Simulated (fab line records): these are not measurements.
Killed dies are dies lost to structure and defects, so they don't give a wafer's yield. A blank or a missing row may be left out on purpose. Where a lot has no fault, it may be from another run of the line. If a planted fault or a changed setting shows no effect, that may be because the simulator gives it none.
fab line records	flow n5-finfet
[record] lots = 7	wafers = 21
route steps=1938 shown BEOL_M5@1112 BEOL_M6@1233 BEOL_M7@1305 BEOL_M9@1407 BEOL_M10@1488 BEOL_M11@1536
start-h: hours from the record's first day to the start of the lot's first wafer shown	wait-h: hours from the lot's prior step to this one	" as in the row above	L1.1+2: one row covering several wafers at once	- no value, or no start given	* or withheld: withheld	< > ~ a bound
route shown NAME@n: names a module that has steps shown in the file, with the first one's number in the route	usual: mean/standard deviation of fault-free wafers	same: alike in all rows	chamber/n: place in a boat	sites: the reading at each site	_std_site: standard deviation across them	_edge_site: inner sites' mean taken away from outer sites' mean	radius-mm: how far each site lies from the wafer's centre	mask NAME#n: copy n	behind: tool/chamber where the wafer was last shaped	hold: why the lot went on hold/how many hours it stayed there/how the hold came to an end	device: transistor that didn't switch, given as n, p or np	end of line: the same wafers' tests at the end of the route	for a step that has no rows: nothing shown but its recipe	killed: dies lost to structure and defects at the first sort, not the wafer's yield	map: the dies of a wafer, with x for killed, . for not killed, _ for no die there
set.NAME: the run value of the setting; set.NAME@STEP: its run value at that earlier step	model.NAME: the simulator's own value behind a step, which no gauge read
lots run with intentionally changed settings; tables by step, rows by wafer
[[steps]]
[step N5_BEOL_M5_ILD_DEP_00]
[recipe] material = SiCOH_lowk	target-thk-a = 1406.4	temp-c = 300	precursor = DEMS/porogen	pressure-torr = 5	rf-w = 500	time-s = 25.9
lot.wafer	tool	chamber	start-h	wait-h	set.time-s	model.SiCOH_lowk_of_BEOL_M5_ILD_DEP_00.thk-nm
L083.2	pecvd-04	1	224.74	0.7	25.9	136.2
L083.3	"	1	"	"	29.35	156.6
L083.4	"	0	"	"	29.35	159.8
L086.2	pecvd-03	1	231.99	0.7	25.9	140.6
L086.3	"	0	"	"	25.9	139.2
L086.6	"	1	"	"	25.9	141.4
L088.2	pecvd-03	0	254.66	0.7	24.22	135
L088.3	"	2	"	"	25.9	138.8
L088.6	"	2	"	"	24.22	133.8
L090.4	pecvd-03	0	259.53	0.4	25.9	141.2
L090.5	"	2	"	"	25.9	141
L090.6	"	1	"	"	29.09	158.2
L092.2	pecvd-04	0	271.25	0.7	29.69	161.2
L092.3	"	2	"	"	29.69	162.2
L092.5	"	1	"	"	25.9	141.4
L094.1	pecvd-02	1	288.91	0.8	23.83	129.8
L094.2	"	0	"	"	25.9	141
L094.3	"	2	"	"	25.9	138.6
L096.3	pecvd-04	2	299.14	0.5	25.9	143
L096.4	"	0	"	"	25.9	143.4
L096.5	"	1	"	"	25.9	142.6
[step N5_BEOL_M5_CURE_79]
[recipe] temp-c = 385	time-s = 240	ambient = He/Ar	material = SiCOH_lowk
lot.wafer	tool	chamber	start-h	wait-h	set.time-s@BEOL_M5_ILD_DEP_00	model.SiCOH_lowk_of_BEOL_M5_ILD_DEP_00.thk-nm
L083.2	uv-cure-03	2	224.90	0.1	25.9	117.2
L083.3	"	2	"	"	29.35	134.8
L083.4	"	2	"	"	29.35	137.6
L086.2	uv-cure-03	1	232.13	0.1	25.9	120.8
L086.3	"	1	"	"	25.9	119.8
L086.6	"	1	"	"	25.9	121.6
L088.2	uv-cure-01	0	254.80	0.1	24.22	116
L088.3	"	0	"	"	25.9	119.4
L088.6	"	0	"	"	24.22	115.2
L090.4+5	uv-cure-03	0	259.95	0.4	25.9	121.4
L090.6	"	0	"	"	29.09	136.2
L092.2	uv-cure-02	0	271.39	0.1	29.69	138.8
L092.3	"	0	"	"	29.69	139.6
L092.5	"	0	"	"	25.9	121.6
L094.1	uv-cure-03	2	288.99	0.1	23.83	111.6
L094.2	"	2	"	"	25.9	121.2
L094.3	"	2	"	"	25.9	119.2
L096.3	uv-cure-03	0	299.52	0.4	25.9	123
L096.4	"	0	"	"	25.9	123.4
L096.5	"	0	"	"	25.9	122.6
[step N5_BEOL_M5_THK_MEAS_01]
[recipe] reads = SiCOH_lowk_of_BEOL_M5_ILD_DEP_00
[usual] M5_ILD_THK = 120.9/1.9
lot.wafer	tool	chamber	start-h	wait-h	set.time-s@BEOL_M5_ILD_DEP_00	M5_ILD_THK[nm]
L083.2	film-metro-02	-	225.33	0.4	25.9	117.2
L083.3	"	-	"	"	29.35	134.6
L083.4	"	-	"	"	29.35	137.7
L086.2	film-metro-01	-	232.56	0.4	25.9	120.9
L086.3	"	-	"	"	25.9	119.8
L086.6	"	-	"	"	25.9	121.6
L088.2	film-metro-02	-	255.23	0.4	24.22	116.2
L088.3	"	-	"	"	25.9	119.4
L088.6	"	-	"	"	24.22	115.1
L090.4	film-metro-01	-	260.22	0.2	25.9	121.5
L090.5	"	-	"	"	25.9	121.3
L090.6	"	-	"	"	29.09	136.4
L092.2	film-metro-02	-	271.82	0.4	29.69	138.8
L092.3	"	-	"	"	29.69	139.7
L092.5	"	-	"	"	25.9	121.6
L094.1	film-metro-02	-	290.00	0.8	23.83	111.6
L094.2	"	-	"	"	25.9	121.4
L094.3	"	-	"	"	25.9	119.3
L096.3	film-metro-01	-	300.20	0.5	25.9	123.1
L096.4	"	-	"	"	25.9	123.5
L096.5	"	-	"	"	25.9	122.7
[step N5_BEOL_M5_COAT_71]
[recipe] resist = underlayer	temp-c = 205	time-s = 60	spin-rpm = 1500	resist-thk-nm = 5
lot.wafer	tool	chamber	start-h	wait-h	set.spin-rpm
L083.2+3+4	litho-track-03	0	-	-	1500
L086.2+3+6	litho-track-03	0	-	-	1500
L088.2+6	litho-track-04	0	-	-	1358
L088.3	"	0	"	"	1500
L090.4	litho-track-04	0	-	-	1642
L090.5+6	"	0	"	"	1500
L092.2+3	litho-track-02	0	-	-	1500
L092.5	"	0	"	"	1645
L094.1+3	litho-track-04	0	-	-	1500
L094.2	"	0	"	"	1344
L096.3	litho-track-04	0	-	-	1403
L096.4+5	"	0	"	"	1500
[step N5_BEOL_M5_COAT_05]
[recipe] resist = CAR-EUV	spin-rpm = 1500	resist-thk-nm = 30
[step N5_BEOL_M5_EBR_07]
[recipe] solvent = PGMEA	ebr-width-mm = 1.5
[step N5_BEOL_M5_DESCUM_16]
[recipe] chemistry = O2	time-s = 7	source-power-w = 50	bias-power-w = 20	pressure-mtorr = 20	rf-frequency-hz = 2.712e+07	temp-c = 40	resist = CAR-EUV	o2-flow-sccm = 225
[step N5_BEOL_M5_ETCH_72]
[recipe] chemistry = N2/H2	target = underlayer	target-depth-a = 65	mask-material = CAR-EUV	time-s = 5.2	ion-energy-ev = 200	pressure-mtorr = 30	source-w = 840	bias-w = 150	n2-flow-sccm = 200	h2-flow-sccm = 200	ends = cleared
lot.wafer	tool	chamber	start-h	wait-h	set.spin-rpm@BEOL_M5_COAT_71	model.etch.depth-nm
L083.2	rie-diel-02	0	225.99	0.0	1500	4.98
L083.3	"	2	"	"	1500	4.982
L083.4	"	1	"	"	1500	4.992
L086.2	rie-diel-05	1	233.66	0.0	1500	5.006
L086.3+6	"	2	"	"	1500	4.998
L088.2	rie-diel-05	3	256.30	0.0	1358	5.255
L088.3	"	1	"	"	1500	5.018
L088.6	"	0	"	"	1358	5.276
L090.4	rie-diel-02	2	263.50	0.0	1642	4.791
L090.5	"	0	"	"	1500	5.025
L090.6	"	3	"	"	1500	5.007
L092.2	rie-diel-05	2	274.03	0.0	1500	4.987
L092.3	"	0	"	"	1500	4.984
L092.5	"	2	"	"	1645	4.759
L094.1	rie-diel-04	0	291.16	0.0	1500	4.98
L094.2	"	2	"	"	1344	5.272
L094.3	"	1	"	"	1500	4.994
L096.3	rie-diel-02	0	301.67	0.0	1403	5.161
L096.4	"	2	"	"	1500	4.995
L096.5	"	1	"	"	1500	4.989
[step N5_BEOL_M6_ETCH_66]
[recipe] chemistry = N2/H2	target = SOC	target-depth-a = 800	overetch-a = 160	mask-material = SiARC	temp-c = 40	time-s = 120	ion-energy-ev = 200	pressure-mtorr = 30	source-w = 840	bias-w = 150	n2-flow-sccm = 200	h2-flow-sccm = 200
[usual] rf-vpp-V = 523.5/2.4
lot.wafer	tool	chamber	start-h	wait-h	set.bias-w	rf-vpp-V	model.SiARC_of_BEOL_M6_COAT_64.thk-nm
L083.2	rie-diel-01	0	242.18	0.0	150	522.6	6.4
L083.3	"	3	"	"	171.7	575.2	5.2
L083.4	"	2	"	"	150	526.1	6.8
L086.2	rie-diel-03	3	250.09	0.0	150	525.7	6.4
L086.3	"	1	"	"	150	522.6	6.4
L086.6	"	1	"	"	150	522.0	6.4
L088.2	rie-diel-06	2	269.11	0.0	150	521.4	6.2
L088.3	"	0	"	"	150	526.9	6.6
L088.6	"	3	"	"	150	519.3	6.4
L090.4	rie-diel-06	0	283.55	0.0	150	526.1	6.6
L090.5	"	1	"	"	157.3	540.7	6
L090.6	"	0	"	"	157.3	542.9	6.4
L092.2	rie-diel-01	1	287.52	0.0	171.9	570.4	5.6
L092.3	"	3	"	"	150	527.1	6.2
L092.5	"	1	"	"	150	521.6	6.6
L094.1	rie-diel-06	1	309.26	0.0	150	523.0	6.4
L094.2	"	3	"	"	138.4	496.1	7
L094.3	"	0	"	"	138.4	499.8	7.2
L096.3	rie-diel-06	2	316.68	0.0	158.2	539.1	5.8
L096.4	"	0	"	"	150	526.1	6.6
L096.5	"	2	"	"	158.2	537.4	5.8
[step N5_BEOL_M6_TRENCH_ETCH_37]
[recipe] chemistry = C4F6/O2	target-depth-a = 944.35	target = SiCOH_lowk	time-s = 31.5	ion-energy-ev = 250	pressure-mtorr = 30	source-w = 345	bias-w = 185	Ar_flow_sccm = 300	C4F6_flow_sccm = 10	O2_flow_sccm = 10
[usual] rf-vpp-V = 667/9.2
lot.wafer	tool	chamber	start-h	wait-h	set.bias-w	rf-vpp-V
L083.2	rie-diel-01	0	-	-	185	668
L083.3	"	3	"	"	185	675
L083.4	"	2	"	"	202.5	707
L086.2	rie-diel-03	3	-	-	185	670
L086.3	"	1	"	"	185	664
L086.6	"	1	"	"	185	664
L088.2	rie-diel-06	2	-	-	185	674
L088.3	"	0	"	"	185	649
L088.6	"	3	"	"	185	674
L090.4	rie-diel-06	0	-	-	185	649
L090.5	"	1	"	"	185	676
L090.6	"	0	"	"	185	650
L092.2	rie-diel-01	1	-	-	218.2	740
L092.3	"	3	"	"	185	675
L092.5	"	1	"	"	185	651
L094.1	rie-diel-06	1	-	-	185	677
L094.2	"	3	"	"	185	675
L094.3	"	0	"	"	185	652
L096.3	rie-diel-06	2	-	-	216.2	761
L096.4	"	0	"	"	185	650
L096.5	"	2	"	"	185	673
[step N5_BEOL_M7_VIA_ETCH_34]
[recipe] chemistry = C4F6/O2	target = SiCOH_lowk	target-depth-a = 1255	mask-material = SOC	taper-deg = 4	time-s = 50.5	ion-energy-ev = 250	pressure-mtorr = 30	source-w = 345	bias-w = 185	Ar_flow_sccm = 300	C4F6_flow_sccm = 10	O2_flow_sccm = 10
[usual] rf-vpp-V = 666/8.8
lot.wafer	tool	chamber	start-h	wait-h	set.source-w	rf-vpp-V
L083.2	rie-diel-04	3	249.20	0.0	345	674
L083.3	"	0	"	"	374.5	645
L083.4	"	2	"	"	374.5	633
L086.2	rie-diel-02	1	258.97	0.0	345	667
L086.3	"	0	"	"	345	675
L086.6	"	0	"	"	345	675
L088.2	rie-diel-05	3	276.35	0.0	298	709
L088.3	"	2	"	"	298	702
L088.6	"	3	"	"	345	658
L090.4	rie-diel-04	3	290.30	0.0	376.1	644
L090.5	"	2	"	"	345	663
L090.6	"	3	"	"	376.1	643
L092.2	rie-diel-04	0	300.42	0.0	345	671
L092.3	"	2	"	"	321.8	685
L092.5	"	3	"	"	345	673
L094.1	rie-diel-04	2	316.27	0.0	294.4	718
L094.2	"	0	"	"	294.4	728
L094.3	"	1	"	"	345	676
L096.3	rie-diel-04	0	324.79	0.0	345	671
L096.4	"	2	"	"	361.2	645
L096.5	"	3	"	"	345	672
[step N5_BEOL_M7_TRENCH_ETCH_37]
[recipe] chemistry = C4F6/O2	target-depth-a = 934.78	target = SiCOH_lowk	time-s = 31.2	ion-energy-ev = 250	pressure-mtorr = 30	source-w = 345	bias-w = 185	Ar_flow_sccm = 300	C4F6_flow_sccm = 10	O2_flow_sccm = 10
[usual] rf-vpp-V = 666/8.8
lot.wafer	tool	chamber	start-h	wait-h	set.source-w	rf-vpp-V
L083.2	rie-diel-04	3	-	-	345	673
L083.3	"	0	"	"	345	670
L083.4	"	2	"	"	345	662
L086.2	rie-diel-02	1	-	-	345	666
L086.3	"	0	"	"	345	674
L086.6	"	0	"	"	345	675
L088.2	rie-diel-05	3	-	-	345	659
L088.3	"	2	"	"	406.5	600
L088.6	"	3	"	"	406.5	606
L090.4	rie-diel-04	3	-	-	345	673
L090.5	"	2	"	"	385.7	625
L090.6	"	3	"	"	345	673
L092.2	rie-diel-04	0	-	-	345	672
L092.3	"	2	"	"	345	661
L092.5	"	3	"	"	328.5	690
L094.1	rie-diel-04	2	-	-	374.6	634
L094.2	"	0	"	"	374.6	644
L094.3	"	1	"	"	374.6	649
L096.3	rie-diel-04	0	-	-	406.9	617
L096.4	"	2	"	"	406.9	608
L096.5	"	3	"	"	406.9	618
[step N5_BEOL_M9_COAT_60]
[recipe] resist = SiARC	temp-c = 220	time-s = 60	spin-rpm = 1500	resist-thk-nm = 30
lot.wafer	tool	chamber	start-h	wait-h	set.spin-rpm	model.SiARC_of_BEOL_M9_COAT_60.thk-nm
L083.2	litho-track-03	0	-	-	1662	28.4
L083.3+4	"	0	"	"	1500	30
L086.2+3+6	litho-track-05	0	-	-	1500	30
L088.2+3+6	litho-track-03	0	-	-	1500	30
L090.4+5	litho-track-05	0	-	-	1423	30.8
L090.6	"	0	"	"	1500	30.2
L092.2	litho-track-03	0	-	-	1500	30
L092.3+5	"	0	"	"	1605	29
L094.1	litho-track-05	0	-	-	1500	30
L094.2+3	"	0	"	"	1626	28.8
L096.3	litho-track-03	0	-	-	1500	30
L096.4+5	"	0	"	"	1629	28.6
[step N5_BEOL_M9_COAT_05]
[recipe] resist = CAR-ArF	spin-rpm = 1500	resist-thk-nm = 90
[step N5_BEOL_M9_EBR_07]
[recipe] solvent = PGMEA	ebr-width-mm = 1.5
[step N5_BEOL_M9_DESCUM_16]
[recipe] chemistry = O2	time-s = 7.9	source-power-w = 50	bias-power-w = 20	pressure-mtorr = 20	rf-frequency-hz = 2.712e+07	temp-c = 40	resist = CAR-ArF	o2-flow-sccm = 225
[step N5_BEOL_M9_ETCH_61]
[recipe] chemistry = CF4	target = SiARC	target-depth-a = 390	mask-material = CAR-ArF	time-s = 65	ion-energy-ev = 80	pressure-mtorr = 40	source-w = 545	bias-w = 36	Ar_flow_sccm = 100	cf4-flow-sccm = 100	ends = cleared
lot.wafer	tool	chamber	start-h	wait-h	set.spin-rpm@BEOL_M9_COAT_60	model.etch.depth-nm	model.CAR-ArF_of_BEOL_M9_COAT_05.thk-nm
L083.2	rie-diel-05	3	264.00	0.0	1662	28.41	57
L083.3+4	"	1,0	"	"	1500	29.97	55.4
L086.2	rie-diel-02	1	273.69	0.0	1500	30.03	55.6
L086.3	"	2	"	"	1500	29.95	55.4
L086.6	"	2	"	"	1500	30.02	55.6
L088.2	rie-diel-05	2	289.97	0.0	1500	30	55.6
L088.3	"	0	"	"	1500	30.02	55.4
L088.6	"	2	"	"	1500	30.07	55.4
L090.4	rie-diel-04	2	305.74	0.0	1423	30.72	54.6
L090.5	"	3	"	"	1423	30.87	54.4
L090.6	"	2	"	"	1500	30.12	55
L092.2	rie-diel-02	3	317.46	0.0	1500	30.05	55.6
L092.3	"	2	"	"	1605	29	56.6
L092.5	"	1	"	"	1605	29.07	56.4
L094.1	rie-diel-05	1	327.62	0.0	1500	29.92	55.2
L094.2	"	0	"	"	1626	28.8	56.2
L094.3	"	2	"	"	1626	28.84	56
L096.3	rie-diel-04	1	339.25	0.0	1500	29.93	55.4
L096.4	"	3	"	"	1629	28.67	56.6
L096.5	"	0	"	"	1629	28.64	56.4
[step N5_BEOL_M10_ETCH_62]
[recipe] chemistry = N2/H2	target = SOC	target-depth-a = 1100	overetch-a = 220	mask-material = SiARC	temp-c = 40	time-s = 165	ion-energy-ev = 200	pressure-mtorr = 30	source-w = 840	bias-w = 150	n2-flow-sccm = 200	h2-flow-sccm = 200
lot.wafer	tool	chamber	start-h	wait-h	set.time-s	model.SiARC_of_BEOL_M10_COAT_60.thk-nm
L083.2	rie-diel-01	3	270.45	0.0	165	23.4
L083.3	"	0	"	"	175.8	23
L083.4	"	1	"	"	175.8	23.4
L086.2+6	rie-diel-01	0	284.48	0.0	165	23.4
L086.3	"	2	"	"	165	23.8
L088.2	rie-diel-06	0	299.94	0.0	165	24
L088.3	"	3	"	"	188.2	22.8
L088.6	"	1	"	"	165	23.6
L090.4	rie-diel-03	3	314.08	0.1	152.1	24.2
L090.5	"	0	"	"	165	23.2
L090.6	"	3	"	"	165	23.6
L092.2	rie-diel-01	3	323.48	0.0	139.5	24.4
L092.3	"	1	"	"	165	23.6
L092.5	"	0	"	"	139.5	24.2
L094.1+2	rie-diel-03	1,3	334.24	0.0	165	23.6
L094.3	"	2	"	"	189.2	22.4
L096.3	rie-diel-06	2	347.25	0.0	143	24
L096.4	"	0	"	"	143	24.6
L096.5	"	2	"	"	143	24.2
[step N5_BEOL_M10_COAT_22]
[recipe] resist = CAR-ArF	spin-rpm = 1500	resist-thk-nm = 90
lot.wafer	tool	chamber	start-h	wait-h	set.spin-rpm	model.CAR-ArF_of_BEOL_M10_COAT_22.thk-nm
L083.2+3+4	litho-track-04	0	-	-	1551	88.8
L086.2	litho-track-02	0	-	-	1500	90
L086.3+6	"	0	"	"	1500	90.4
L088.2	litho-track-02	0	-	-	1664	85.4
L088.3	"	0	"	"	1664	85.6
L088.6	"	0	"	"	1500	89.8
L090.4	litho-track-03	0	-	-	1455	91.6
L090.5	"	0	"	"	1455	91.2
L090.6	"	0	"	"	1500	90
L092.2	litho-track-04	0	-	-	1500	90.2
L092.3+5	"	0	"	"	1557	88.4
L094.1+2+3	litho-track-02	0	-	-	1620	86.6
L096.3	litho-track-03	0	-	-	1500	90
L096.4	"	0	"	"	1500	89.8
L096.5	"	0	"	"	1409	93
[step N5_BEOL_M10_EBR_24]
[recipe] solvent = PGMEA	ebr-width-mm = 1.5
[step N5_BEOL_M10_SOFTBAKE_23]
[recipe] temp-c = 110	time-s = 60	resist = CAR-ArF
[step N5_BEOL_M10_EXPOSE_25]
[recipe] mask-id = V9	na = 1.35	source-shape = annular	sigma-inner = 0.5	sigma-outer = 0.8	polarization = unpolarized	dose-mj = 85.5
[step N5_BEOL_M10_PEB_26]
[recipe] peb-temp-c = withheld	peb-time-s = 60	resist = CAR-ArF
[step N5_BEOL_M10_DEVELOP_27]
[recipe] develop-time-s = 30	developer = TMAH	resist = CAR-ArF	rinse-liquid = diw	dry = air-spin	dev-temp-c = 23
lot.wafer	tool	chamber	start-h	wait-h	set.spin-rpm@BEOL_M10_COAT_22	model.CAR-ArF_of_BEOL_M10_COAT_22.thk-nm
L083.2+4	litho-track-03	0	-	-	1551	87.2
L083.3	"	0	"	"	1551	87
L086.2	litho-track-02	0	-	-	1500	88.4
L086.3+6	"	0	"	"	1500	88.8
L088.2	litho-track-02	0	-	-	1664	83.6
L088.3	"	0	"	"	1664	84
L088.6	"	0	"	"	1500	88
L090.4	litho-track-03	0	-	-	1455	89.8
L090.5	"	0	"	"	1455	89.6
L090.6	"	0	"	"	1500	88.4
L092.2	litho-track-02	0	-	-	1500	88.4
L092.3	"	0	"	"	1557	86.6
L092.5	"	0	"	"	1557	86.8
L094.1+2+3	litho-track-03	0	-	-	1620	85
L096.3	litho-track-02	0	-	-	1500	88.4
L096.4	"	0	"	"	1500	88.2
L096.5	"	0	"	"	1409	91.4
[step N5_BEOL_M11_ILD_DEP_00]
[recipe] material = SiCOH_lowk	target-thk-a = 3085.1	temp-c = 300	precursor = DEMS/porogen	pressure-torr = 5	rf-w = 500	time-s = 58
lot.wafer	tool	chamber	start-h	wait-h	set.time-s	model.SiCOH_lowk_of_BEOL_M11_ILD_DEP_00.thk-nm
L083.2	pecvd-02	1	278.59	0.0	64.8	345.2
L083.3	"	0	"	"	64.8	343
L083.4	"	2	"	"	58	311.4
L086.2	pecvd-04	2	288.68	0.0	58	311.6
L086.3	"	0	"	"	58	306.4
L086.6	"	2	"	"	58	316.6
L088.2	pecvd-01	1	306.31	0.0	58	307.8
L088.3	"	2	"	"	63.02	339.6
L088.6	"	2	"	"	63.02	337.8
L090.4	pecvd-04	2	321.36	0.1	58	311.8
L090.5	"	0	"	"	58	309.6
L090.6	"	1	"	"	55.72	298.2
L092.2	pecvd-01	2	327.63	0.0	58	302.4
L092.3	"	2	"	"	52.06	280.4
L092.5	"	2	"	"	58	308.8
L094.1	pecvd-02	2	341.33	0.0	51.06	265.8
L094.2	"	0	"	"	58	304
L094.3	"	1	"	"	51.06	264.2
L096.3	pecvd-02	0	352.29	0.0	58	307.6
L096.4	"	2	"	"	49.82	265.2
L096.5	"	1	"	"	58	310.8
[step N5_BEOL_M11_CURE_71]
[recipe] temp-c = 385	time-s = 240	ambient = He/Ar	material = SiCOH_lowk
lot.wafer	tool	chamber	start-h	wait-h	set.time-s@BEOL_M11_ILD_DEP_00	model.SiCOH_lowk_of_BEOL_M11_ILD_DEP_00.thk-nm
L083.2	uv-cure-03	1	278.83	0.2	64.8	300.6
L083.3	"	1	"	"	64.8	298.6
L083.4	"	1	"	"	58	270.4
L086.2	uv-cure-01	2	288.84	0.1	58	270.8
L086.3	"	2	"	"	58	266.2
L086.6	"	2	"	"	58	275.2
L088.2	uv-cure-01	0	306.50	0.2	58	267.4
L088.3	"	0	"	"	63.02	295.6
L088.6	"	0	"	"	63.02	294
L090.4	uv-cure-02	1	322.37	1.0	58	270.8
L090.5	"	1	"	"	58	269
L090.6	"	1	"	"	55.72	258.8
L092.2	uv-cure-01	0	327.81	0.2	58	262.6
L092.3	"	0	"	"	52.06	243.2
L092.5	"	0	"	"	58	268.2
L094.1	uv-cure-02	2	341.41	0.0	51.06	230.4
L094.2	"	2	"	"	58	264
L094.3	"	2	"	"	51.06	228.8
L096.3	uv-cure-01	0	352.69	0.4	58	267.2
L096.4	"	0	"	"	49.82	229.8
L096.5	"	0	"	"	58	270
[step N5_BEOL_M11_THK_MEAS_01]
[recipe] reads = SiCOH_lowk_of_BEOL_M11_ILD_DEP_00
[usual] M11_ILD_THK = 268/3.7
lot.wafer	tool	chamber	start-h	wait-h	set.time-s@BEOL_M11_ILD_DEP_00	M11_ILD_THK[nm]
L083.2	film-metro-02	-	279.66	0.7	64.8	301
L083.3	"	-	"	"	64.8	298
L083.4	"	-	"	"	58	271
L086.2	film-metro-02	-	289.27	0.4	58	271
L086.3	"	-	"	"	58	266
L086.6	"	-	"	"	58	275
L088.2	film-metro-02	-	306.93	0.4	58	267
L088.3	"	-	"	"	63.02	296
L088.6	"	-	"	"	63.02	294
L090.4	film-metro-02	-	323.36	0.7	58	271
L090.5	"	-	"	"	58	269
L090.6	"	-	"	"	55.72	259
L092.2	film-metro-01	-	328.25	0.4	58	263
L092.3	"	-	"	"	52.06	243
L092.5	"	-	"	"	58	268
L094.1	film-metro-02	-	342.40	0.8	51.06	230
L094.2	"	-	"	"	58	264
L094.3	"	-	"	"	51.06	229
L096.3	film-metro-01	-	353.37	0.5	58	267
L096.4	"	-	"	"	49.82	230
L096.5	"	-	"	"	58	270
[[key]]
[split] step = N5_BEOL_M5_ILD_DEP_00	setting = time-s	stated = 25.9	by = wafer
[response] step = N5_BEOL_M5_ILD_DEP_00	reading = model.SiCOH_lowk_of_BEOL_M5_ILD_DEP_00.thk-nm	change = +1.4	per = 1%	r = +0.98
[response] step = N5_BEOL_M5_CURE_79	reading = model.SiCOH_lowk_of_BEOL_M5_ILD_DEP_00.thk-nm	change = +1.21	per = 1%	r = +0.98
[response] step = N5_BEOL_M5_THK_MEAS_01	reading = M5_ILD_THK	change = +1.22	per = 1%	r = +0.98
[split] step = N5_BEOL_M5_COAT_71	setting = spin-rpm	stated = 1500	by = wafer
[response] step = N5_BEOL_M5_ETCH_72	reading = model.etch.depth-nm	change = -0.0254	per = 1%	r = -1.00
[split] step = N5_BEOL_M6_ETCH_66	setting = bias-w	stated = 150	by = wafer
[response] step = N5_BEOL_M6_ETCH_66	reading = rf-vpp-V	change = +3.26	per = 1%	r = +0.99
[response] step = N5_BEOL_M6_ETCH_66	reading = model.SiARC_of_BEOL_M6_COAT_64.thk-nm	change = -0.0815	per = 1%	r = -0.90
[split] step = N5_BEOL_M6_TRENCH_ETCH_37	setting = bias-w	stated = 185	by = wafer
[response] step = N5_BEOL_M6_TRENCH_ETCH_37	reading = rf-vpp-V	change = +4.89	per = 1%	r = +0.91
[split] step = N5_BEOL_M7_VIA_ETCH_34	setting = source-w	stated = 345	by = wafer
[response] step = N5_BEOL_M7_VIA_ETCH_34	reading = rf-vpp-V	change = -3.24	per = 1%	r = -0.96
[split] step = N5_BEOL_M7_TRENCH_ETCH_37	setting = source-w	stated = 345	by = wafer
[response] step = N5_BEOL_M7_TRENCH_ETCH_37	reading = rf-vpp-V	change = -3.5	per = 1%	r = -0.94
[split] step = N5_BEOL_M9_COAT_60	setting = spin-rpm	stated = 1500	by = wafer
[response] step = N5_BEOL_M9_COAT_60	reading = model.SiARC_of_BEOL_M9_COAT_60.thk-nm	change = -0.147	per = 1%	r = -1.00
[response] step = N5_BEOL_M9_ETCH_61	reading = model.etch.depth-nm	change = -0.141	per = 1%	r = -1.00
[response] step = N5_BEOL_M9_ETCH_61	reading = model.CAR-ArF_of_BEOL_M9_COAT_05.thk-nm	change = +0.128	per = 1%	r = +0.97
[split] step = N5_BEOL_M10_ETCH_62	setting = time-s	stated = 165	by = wafer
[response] step = N5_BEOL_M10_ETCH_62	reading = model.SiARC_of_BEOL_M10_COAT_60.thk-nm	change = -0.0662	per = 1%	r = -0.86
[split] step = N5_BEOL_M10_COAT_22	setting = spin-rpm	stated = 1500	by = wafer
[response] step = N5_BEOL_M10_COAT_22	reading = model.CAR-ArF_of_BEOL_M10_COAT_22.thk-nm	change = -0.428	per = 1%	r = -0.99
[response] step = N5_BEOL_M10_DEVELOP_27	reading = model.CAR-ArF_of_BEOL_M10_COAT_22.thk-nm	change = -0.418	per = 1%	r = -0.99
[split] step = N5_BEOL_M11_ILD_DEP_00	setting = time-s	stated = 58	by = wafer
[response] step = N5_BEOL_M11_ILD_DEP_00	reading = model.SiCOH_lowk_of_BEOL_M11_ILD_DEP_00.thk-nm	change = +3.03	per = 1%	r = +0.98
[response] step = N5_BEOL_M11_CURE_71	reading = model.SiCOH_lowk_of_BEOL_M11_ILD_DEP_00.thk-nm	change = +2.68	per = 1%	r = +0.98
[response] step = N5_BEOL_M11_THK_MEAS_01	reading = M11_ILD_THK	change = +2.67	per = 1%	r = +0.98
